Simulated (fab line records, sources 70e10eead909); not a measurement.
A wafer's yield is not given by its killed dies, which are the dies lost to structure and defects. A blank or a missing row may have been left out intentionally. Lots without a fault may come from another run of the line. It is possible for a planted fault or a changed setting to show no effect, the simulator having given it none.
Chamber matching / flow nand harc / rie diel-11 running NHARC_A_STAIRCASE_TRIM_229: 4 sister chambers
The step chemistry O2, time 211.2 s. 8 wafers are shown with their chamber, then 7 later ones without.

== WAFERS, EACH WITH ITS CHAMBER ==
wafer=L172.4; chamber=1; showerhead plenum p Torr (Torr)=3.33; rf vpp V (V)=56.1
wafer=L173.5; chamber=3; showerhead plenum p Torr (Torr)=3.49; rf vpp V (V)=56.6
wafer=L178.1; chamber=0; showerhead plenum p Torr (Torr)=3.56; rf vpp V (V)=57.6
wafer=L178.3; chamber=3; showerhead plenum p Torr (Torr)=3.48; rf vpp V (V)=56.8
wafer=L176.3; chamber=1; showerhead plenum p Torr (Torr)=3.32; rf vpp V (V)=56.2
wafer=L176.5; chamber=2; showerhead plenum p Torr (Torr)=3.57; rf vpp V (V)=58.3
wafer=L179.1; chamber=2; showerhead plenum p Torr (Torr)=3.57; rf vpp V (V)=58.3
wafer=L179.2; chamber=0; showerhead plenum p Torr (Torr)=3.56; rf vpp V (V)=58.0

== WAFERS WITH NO CHAMBER GIVEN ==
wafer=L179.3; showerhead plenum p Torr (Torr)=3.48; rf vpp V (V)=57.8
wafer=L185.2; showerhead plenum p Torr (Torr)=3.48; rf vpp V (V)=58.8
wafer=L185.3; showerhead plenum p Torr (Torr)=3.31; rf vpp V (V)=57.2
wafer=L185.4; showerhead plenum p Torr (Torr)=3.56; rf vpp V (V)=57.4
wafer=L186.1; showerhead plenum p Torr (Torr)=3.55; rf vpp V (V)=57.4
wafer=L186.2; showerhead plenum p Torr (Torr)=3.47; rf vpp V (V)=57.8
wafer=L186.6; showerhead plenum p Torr (Torr)=3.47; rf vpp V (V)=57.6

== EACH ONE'S CHAMBER ==
wafer=L179.3; from the rows above=3; in truth=3
wafer=L185.2; from the rows above=3; in truth=3
wafer=L185.3; from the rows above=1; in truth=1
wafer=L185.4; from the rows above=0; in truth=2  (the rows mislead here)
wafer=L186.1; from the rows above=0; in truth=0
wafer=L186.2; from the rows above=3; in truth=3
wafer=L186.6; from the rows above=3; in truth=3
6 of 7 placed correctly. Left unplaced by these rows: 0. Wrongly placed: 1.
How it was worked out, from the rows above alone: a wafer's distance from a chamber is the root of the sum, over the readings, of the square of ((its reading less the chamber's mean) divided by the reading's scatter). The wafer belongs to the nearest chamber; if the next one is less than 2 further off, it can't be placed. A chamber's mean is the mean of its shown wafers. How the scatter is found: for the shown wafers, subtract from each reading the mean of its chamber, square and add these, divide the total by (wafers less chambers), then take the root.
